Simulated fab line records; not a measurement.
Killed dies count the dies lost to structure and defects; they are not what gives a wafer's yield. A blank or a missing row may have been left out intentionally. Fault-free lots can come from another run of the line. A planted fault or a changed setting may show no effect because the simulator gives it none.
Problem report, 8D (eight disciplines) form, completed by code + flow n5_finfet + the parts of the form that need people (team, actions taken, sign-off) are left out

== 1. WHAT IS WRONG ==
Mean of spin_speed_rpm at N5_BEOL_M4_COAT_22: 1414.1 rpm across 6 wafers in 2 lots; on wafers with no fault it is 1500.0 rpm (standard deviation 0.95). That puts it -90 standard deviations away from the usual mean.
The step: resist thk 30 nm.
Seen first at day 9 02:40 on litho_track-05, wafer L872.2. The record holds 30 wafers of 10 lots with a number at this step. The rule behind "out" and "out of limits": a value lying over 4 standard deviations away from the usual mean. All remaining wafers that have a number are taken as sound.

== 2. WHAT IT IS; WHAT IT IS NOT ==
| question                    | is                     | is not                                                                                 |
|-----------------------------|------------------------|----------------------------------------------------------------------------------------|
| which readings at this step | spin_speed_rpm         | chill_plate_temp_C                                                                     |
| which lots                  | L872, L873             | L866, L867, L869, L870, L883, L884, L886, L889                                         |
| which wafers of those lots  | all that have a number | -                                                                                      |
| read on which tools         | litho_track-05         | litho_track-01, litho_track-04                                                         |
| when                        | from day 9 02:40       | up to then (12 sound wafers); but 12 sound wafers of L883, L884, L886, L889 came after |

== 3. WHAT RULES OUT EACH SUSPECT ==
Counting: a tool at any process step up to the reading remains a suspect when it ran all the lots that are out and ran no sound lot after the first of those.
- rie_diel-05 at N5_BEOL_M4_STRIP_66 (strips in CF4): ruled out as a lasting fault. The sound lots L884, L886, L889 went through it after L872, its earliest lot that is out (day 9 02:13).
- litho_track-05 at N5_BEOL_M4_COAT_22 (resist thk 30 nm): ruled out as a lasting fault. The sound lots L889 went through it after L872, its earliest lot that is out (day 9 02:40).
Left after counting: nothing in the record.

== 4. THE CAUSE (what the simulator had put in) ==
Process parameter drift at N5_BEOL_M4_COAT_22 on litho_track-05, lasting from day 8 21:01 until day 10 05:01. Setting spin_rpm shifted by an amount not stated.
Counting ruled it out, wrongly.

== 5. SEQUENCE OF EFFECTS, ordered by route ==
Each row: a reading where the mean over the struck wafers with a number is more than 3 standard deviations away from the usual. Only readings whose record carries a usual standard deviation are examined. hours: median over the lots of the time between each lot's start at the first step of this table that gives one and its start at this step. sigmas: the change, counted in usual standard deviations.
| hours | step               | reading        | usual      | on struck wafers | change | sigmas |
|-------|--------------------|----------------|------------|------------------|--------|--------|
| 0     | N5_BEOL_M4_COAT_22 | spin_speed_rpm | 1500.0 rpm | 1414.1           | -85.9  | -90    |
Its process steps:
- N5_BEOL_M4_COAT_22: resist thk 30 nm.
Later measuring or inspecting steps at which every struck wafer that the step has a row for has a number for every such reading, and none has moved that far: N5_BEOL_M4_CD_MEAS_28, N5_BEOL_M4_RC_MEAS_101.

== 6. HOW IT WOULD HAVE BEEN CAUGHT EARLIER ==
First out-of-limits reading in this record: day 9 02:40, which is 6 hours after fault onset at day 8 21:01.
